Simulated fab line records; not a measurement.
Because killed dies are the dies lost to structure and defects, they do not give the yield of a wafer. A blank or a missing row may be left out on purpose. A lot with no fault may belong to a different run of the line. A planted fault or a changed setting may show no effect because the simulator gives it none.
fab line records | flow nand_harc
[record] lots = 6 wafers = 18 last_day = 24
route steps=1159 shown A_STAIRCASE@575 END@1159
lots that met no fault: from a run of the same line without faults
start_h: hours from the record's first day to the start of the lot's first wafer shown | wait_h: time in hours since the lot's previous step | " repeats the value in the row above | L1.1+2: several wafers, shown together as one row | - no value present, or no start provided | * or withheld: withheld | < > ~ a bound
route shown NAME@n: a module of which the file shows steps, and the number in the route of the first | usual: mean/standard deviation taken from wafers without a fault | same: alike in all rows | chamber/n: place in a boat | sites: per-site readings | _std_site: standard deviation across them | _edge_site: inner sites' mean taken away from outer sites' mean | radius_mm: for every site, how far away it sits from the centre of the wafer | mask NAME#n: copy n | behind: the tool/chamber that last shaped the wafer | hold: why the lot went on hold/how many hours it stayed there/how the hold came to an end | device: whichever transistor did not switch (one of n, p or np) | end of line: tests of these same wafers at the route's end | a step given without rows: its recipe and nothing more | killed: dies that structure and defects cost at the first sort, which is not the same as the wafer's yield | map: a wafer's dies, x killed, . not, _ none there
set.NAME: the setting as run; set.NAME@STEP: as run at that earlier step | model.NAME: the simulator's own value behind a step, which no gauge read
lots at selected steps of the route; one table per step, one row per wafer
services: the hour from which a tool's chamber was out of use, counted from the record's first day as start_h (under 0 if before that day), plus the number of hours and why
[[steps]]
[step NHARC_A_STAIRCASE_EXPOSE_181]
[recipe] na = 0.5 dose_mj = 27.87 mask_id = STAIR_2
[step NHARC_A_STAIRCASE_PEB_182]
[recipe] peb_temp_c = 115 peb_time_s = 130
[step NHARC_A_STAIRCASE_DEVELOP_183]
[recipe] time_s = 140
[step NHARC_A_STAIRCASE_HARDBAKE_185]
[recipe] temp_c = 120 time_s = 140
[step NHARC_A_STAIRCASE_DESCUM_186]
[recipe] time_s = 3 o2_flow_sccm = 200 ar_flow_sccm = 0 bias_power_w = 0 chemistry = O2
[usual] drypump_motor_current_A = 5.7/0.36 oes_product_au = 1.000/0.01 rf_vpp_V = 57.6/0.94 showerhead_plenum_p_Torr = 1.89/0.091 throttle_valve_pct = 11.311/0.0097
// columns lot.wafer tool chamber start_h wait_h drypump_motor_current_A oes_product_au rf_hours_counter_h rf_vpp_V showerhead_plenum_p_Torr throttle_valve_pct
L424.4 rie_diel-06 1 266.98 - 6.0 1.014 3 56.7 1.93 11.309
L424.2 " 0 " " 5.1 1.010 4 56.3 1.85 11.309
L424.6 " 1 " " 6.0 1.014 - 56.6 1.93 11.320
L430.1 rie_diel-13 3 324.92 - 5.7 1.003 13 58.9 1.94 11.311
L430.2 " 0 " " 5.1 0.997 13 57.8 1.82 11.314
L430.6 " 2 " " 5.7 0.999 - 57.1 1.83 11.310
L436.3 rie_diel-13 1 342.15 - 5.6 0.997 21 57.4 1.92 11.311
L436.4 " 3 " " 5.7 0.994 19 57.5 1.94 11.316
L436.5 " 1 " " 5.6 1.007 - 58.8 1.92 11.312
L437.4 rie_diel-06 0 342.95 - 5.1 0.983 36 56.8 1.84 11.312
L437.1 " 1 " " 6.0 1.010 33 57.1 1.92 11.303
L437.5 " 0 " " 5.1 0.995 - 57.5 1.84 11.313
L438.2 rie_diel-06 2 346.33 - 5.4 1.003 33 58.8 2.07 11.330
L438.4 " 0 " " 5.1 0.988 37 56.9 1.84 11.312
L438.6 " 1 " " 6.0 1.009 - 57.4 1.92 11.309
L441.2 rie_diel-13 2 365.03 - 5.7 0.997 30 55.6 1.83 11.305
L441.1 " 1 " " 5.6 1.007 32 57.9 1.91 11.292
L441.6 " 2 " " 5.7 0.990 - 56.6 1.83 11.323
[step NHARC_A_STAIRCASE_TRIM_187]
[recipe] time_s = 211.2 o2_flow_sccm = 500 ar_flow_sccm = 0 bias_w = 0 chemistry = O2
[step NHARC_A_STAIRCASE_ETCH_188]
[recipe] target_depth_a = 1000 time_s = 40.5 ion_energy_ev = 400 c4f8_flow_sccm = 20 o2_flow_sccm = 10 ar_flow_sccm = withheld rf_w = 600 bias_w = 1000 chemistry = C4F8/O2
[usual] oes_product_au = 0.942/0.016 rf_vpp_V = 895/5.4
// columns lot.wafer tool chamber start_h wait_h oes_product_au rf_hours_counter_h rf_vpp_V
L424.4 rie_diel-06 2 - - 0.935 4 905
L424.2 " 3 " " 0.920 4 888
L424.6 " 0 " " 0.946 - 892
L430.2 rie_diel-13 1 - - 0.958 14 897
L430.1 " 0 " " 0.937 13 890
L430.6 " 1 " " 0.951 - 897
L436.4 rie_diel-13 1 - - 0.937 22 894
L436.3 " 2 " " 0.922 22 890
L436.5 " 0 " " 0.925 - 891
L437.1 rie_diel-06 2 - - 0.959 32 905
L437.4 " 3 " " 0.943 33 886
L437.5 " 1 " " 0.964 - 896
L438.2 rie_diel-06 1 - - 0.961 34 897
L438.4 " 2 " " 0.937 33 905
L438.6 " 2 " " 0.937 - 905
L441.1 rie_diel-13 2 - - 0.949 31 890
L441.2 " 0 " " 0.953 30 889
L441.6 " 2 " " 0.938 - 891
[step NHARC_A_STAIRCASE_TRIM_189]
[recipe] time_s = 211.2 o2_flow_sccm = 500 ar_flow_sccm = 0 bias_w = 0 chemistry = O2
[usual] drypump_motor_current_A = 5.7/0.36 oes_product_au = 1.002/0.012 rf_vpp_V = 57.9/0.91 run_length_s = 232.4/0.41 showerhead_plenum_p_Torr = 3.50/0.15 throttle_valve_pct = 17.037/0.009
// columns lot.wafer tool chamber start_h wait_h drypump_motor_current_A oes_product_au rf_hours_counter_h rf_vpp_V run_length_s showerhead_plenum_p_Torr throttle_valve_pct
L424.4 rie_diel-06 1 - - 6.0 1.019 3 57.5 232.3 3.56 17.040
L424.2 " 2 " " 5.5 1.021 4 58.5 232.4 3.81 17.048
L424.6 " 0 " " 5.1 1.024 - 57.1 232.2 3.42 17.034
L430.2 rie_diel-13 3 - - 5.8 0.997 13 56.8 232.6 3.57 17.035
L430.1 " 0 " " 5.1 0.992 13 57.6 232.5 3.37 17.017
L430.6 " 2 " " 5.7 0.991 - 57.1 232.0 3.39 17.034
L436.4 rie_diel-13 3 - - 5.7 0.990 19 59.2 232.3 3.57 17.032
L436.3 " 1 " " 5.6 1.008 22 59.4 231.9 3.53 17.036
L436.5 " 2 " " 5.7 0.972 - 57.6 232.8 3.39 17.034
L437.1 rie_diel-06 2 - - 5.4 0.994 32 57.5 232.4 3.79 17.033
L437.4 " 3 " " 6.0 0.993 33 56.5 232.5 3.29 17.029
L437.5 " 1 " " 6.0 1.024 - 57.4 231.9 3.55 17.048
L438.2 rie_diel-06 2 - - 5.5 1.000 33 60.9 232.2 3.79 17.019
L438.4 " 0 " " 5.1 0.988 37 58.1 233.0 3.40 17.040
L438.6 " 2 " " 5.5 1.003 - 56.9 232.3 3.79 17.050
L441.1 rie_diel-13 3 - - 5.7 1.010 28 57.4 232.1 3.56 17.035
L441.2 " 2 " " 5.6 1.001 31 57.4 232.2 3.38 17.021
L441.6 " 0 " " 5.1 0.996 - 56.7 232.7 3.36 17.053
[step NHARC_A_STAIRCASE_ETCH_190]
[recipe] target_depth_a = 1000 time_s = 40.5 ion_energy_ev = 400 c4f8_flow_sccm = 20 o2_flow_sccm = 10 ar_flow_sccm = withheld rf_w = 600 bias_w = 1000 chemistry = C4F8/O2
[usual] oes_product_au = 0.944/0.012 rf_vpp_V = 895/5.6
// columns lot.wafer tool chamber start_h wait_h oes_product_au rf_hours_counter_h rf_vpp_V
L424.2 rie_diel-06 3 - - 0.921 4 887
L424.4 " 2 " " 0.943 4 905
L424.6 " 3 " " 0.934 - 887
L430.2 rie_diel-13 0 - - 0.942 13 889
L430.1 " 1 " " 0.959 14 897
L430.6 " 3 " " 0.931 - 898
L436.4 rie_diel-13 0 - - 0.936 19 889
L436.3 " 3 " " 0.921 19 898
L436.5 " 0 " " 0.923 - 891
L437.1 rie_diel-06 3 - - 0.939 33 887
L437.4 " 0 " " 0.945 36 891
L437.5 " 2 " " 0.961 - 905
L438.2 rie_diel-06 3 - - 0.951 34 886
L438.4 " 2 " " 0.936 33 904
L438.6 " 3 " " 0.950 - 889
L441.2 rie_diel-13 0 - - 0.942 30 890
L441.1 " 1 " " 0.956 32 895
L441.6 " 0 " " 0.941 - 889
[step NHARC_A_STAIRCASE_TRIM_191]
[recipe] time_s = 211.2 o2_flow_sccm = 500 ar_flow_sccm = 0 bias_w = 0 chemistry = O2
[step NHARC_A_STAIRCASE_ETCH_192]
[recipe] target_depth_a = 1000 time_s = 40.5 ion_energy_ev = 400 c4f8_flow_sccm = 20 o2_flow_sccm = 10 ar_flow_sccm = withheld rf_w = 600 bias_w = 1000 chemistry = C4F8/O2
[usual] oes_product_au = 0.944/0.011 rf_vpp_V = 895/5.7
// columns lot.wafer tool chamber start_h wait_h oes_product_au rf_hours_counter_h rf_vpp_V
L424.4 rie_diel-06 3 - - 0.926 5 886
L424.2 " 0 " " 0.944 4 891
L424.6 " 2 " " 0.940 - 906
L430.2 rie_diel-13 1 - - 0.964 14 896
L430.1 " 3 " " 0.948 13 896
L430.6 " 1 " " 0.960 - 896
L436.4 rie_diel-13 3 - - 0.935 20 897
L436.3 " 1 " " 0.935 22 897
L436.5 " 2 " " 0.923 - 890
L437.1 rie_diel-06 1 - - 0.958 34 897
L437.4 " 3 " " 0.927 33 887
L437.5 " 1 " " 0.939 - 896
L438.2 rie_diel-06 3 - - 0.933 34 887
L438.4 " 2 " " 0.937 33 904
L438.6 " 0 " " 0.953 - 893
L441.2 rie_diel-13 0 - - 0.944 30 889
L441.1 " 2 " " 0.939 31 891
L441.6 " 3 " " 0.941 - 897
[step NHARC_A_STAIRCASE_TRIM_193]
[recipe] time_s = 211.2 o2_flow_sccm = 500 ar_flow_sccm = 0 bias_w = 0 chemistry = O2
[usual] drypump_motor_current_A = 5.7/0.36 oes_product_au = 1.003/0.01 rf_vpp_V = 57.7/0.82 run_length_s = 232.4/0.42 showerhead_plenum_p_Torr = 3.51/0.15 throttle_valve_pct = 17.035/0.01
// columns lot.wafer tool chamber start_h wait_h drypump_motor_current_A oes_product_au rf_hours_counter_h rf_vpp_V run_length_s showerhead_plenum_p_Torr throttle_valve_pct
L424.4 rie_diel-06 2 267.81 - 5.5 1.003 4 57.6 232.0 3.81 17.036
L424.2 " 3 " " 6.0 0.987 5 55.9 232.5 3.30 17.040
L424.6 " 0 " " 5.1 1.003 - 56.3 232.3 3.42 17.016
L430.2 rie_diel-13 2 325.70 - 5.7 0.997 14 58.3 232.6 3.39 17.041
L430.1 " 3 " " 5.7 0.993 13 58.0 232.4 3.57 17.015
L430.6 " 1 " " 5.6 1.008 - 57.7 232.4 3.54 17.056
L436.3 rie_diel-13 3 343.30 - 5.7 1.004 20 57.3 232.1 3.57 17.023
L436.4 " 1 " " 5.6 0.996 22 56.6 231.7 3.53 17.045
L436.5 " 2 " " 5.7 0.989 - 57.4 232.3 3.39 17.052
L437.1 rie_diel-06 3 343.87 - 6.0 0.992 33 57.0 232.6 3.29 17.041
L437.4 " 0 " " 5.1 0.997 37 58.0 166.9 3.40 17.024
L437.5 " 3 " " 6.0 0.999 - 57.5 232.4 3.29 17.037
L438.4 rie_diel-06 3 347.10 - 6.0 0.992 34 58.0 232.8 3.29 17.021
L438.2 " 2 " " 5.4 1.004 33 57.8 233.0 3.79 17.023
L438.6 " 0 " " 5.1 0.996 - 56.8 167.0 3.40 17.042
L441.1 rie_diel-13 1 365.86 - 5.6 1.010 32 56.7 231.8 3.53 17.018
L441.2 " 3 " " 5.8 1.001 29 57.4 232.3 3.56 17.035
L441.6 " 0 " " 5.1 1.000 - 58.0 232.4 3.36 17.039
[step NHARC_A_STAIRCASE_ETCH_194]
[recipe] target_depth_a = 1000 time_s = 40.5 ion_energy_ev = 400 c4f8_flow_sccm = 20 o2_flow_sccm = 10 ar_flow_sccm = withheld rf_w = 600 bias_w = 1000 chemistry = C4F8/O2
[step NHARC_END_SORT_01]
[recipe] temp_c = 25
[usual] killed_at_array = 27/11 killed_at_other = 0.6/0.89 killed_at_periphery = 3.0/2.4 killed_dies = 31/12 killed_open = 3.2/1.6 killed_short = 2.0/1.5
[same] gross_dies = 677
// columns lot.wafer tool chamber start_h wait_h killed_at_array killed_at_other killed_at_periphery killed_dies killed_open killed_short
L438.6 prober-01 0 559.48 4.0 34 0 4 38 7 2
// killed by level:class
L438.6 A_CHANNEL_HOLE_D1:chamber_film_flake=14 A_CONTACT:chamber_film_flake=7 P_M0:geometric_particle:open=2 A_CONTACT:geometric_particle:open=2 A_STAIRCASE:chamber_film_flake=2 A_STAIRCASE:area_trim=2 P_M1:geometric_particle:short=1 A_ONON_D1:geometric_particle:open=1
[[services]]
// columns tool chamber start_h hours kind
rie_diel-06 1 250.03 4.9 repair
rie_diel-06 0 250.55 - clean
rie_diel-06 2 250.55 - clean
rie_diel-06 2 250.55 - consumable_replace:showerhead
rie_diel-06 3 250.55 - clean
rie_diel-13 0 255.17 - clean
rie_diel-13 1 255.17 - clean
rie_diel-13 2 255.17 - clean
rie_diel-13 3 255.17 - clean
rie_diel-06 0 275.05 - clean
rie_diel-06 1 275.05 - clean
rie_diel-06 2 275.05 - clean
rie_diel-06 3 275.05 - clean
rie_diel-13 - 276.02 9.0 pm
rie_diel-13 0 276.02 9.0 vent_cycle
rie_diel-13 1 276.02 9.0 vent_cycle
rie_diel-13 2 276.02 9.0 vent_cycle
rie_diel-13 3 276.02 9.0 vent_cycle
rie_diel-06 - 276.11 1.1 repair
rie_diel-13 0 285.02 - clean
rie_diel-13 1 285.02 - clean
rie_diel-13 2 285.02 - clean
rie_diel-13 3 285.02 - clean
rie_diel-06 2 362.27 12.3 repair
[[key]]
[first_sign] step = NHARC_A_STAIRCASE_TRIM_193 reading = run_length_s direction = down sigmas = 99+ usual = * struck = *
effect none on later readings
met_at NHARC_A_STAIRCASE_TRIM_193
struck_wafers L437.4,L438.6
tester_left_out L437,L438
onset_between 267.81 343.87
[fault] kind = process_parameter_drift tool = rie_diel-06 chamber = 0 onset_h = 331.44 steps = NHARC_A_STAIRCASE_TRIM_193 channel = time_s offset = * shape = step end_h = 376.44 acts_in = * stated = *
// tester_left_out: of these lots the tester's yield and bins aren't shown, on N5 and GAA mostly nor the transistor test; their killed dies are dies lost to structure and defects alone, not to doping, threshold or leakage, so they don't give the yield
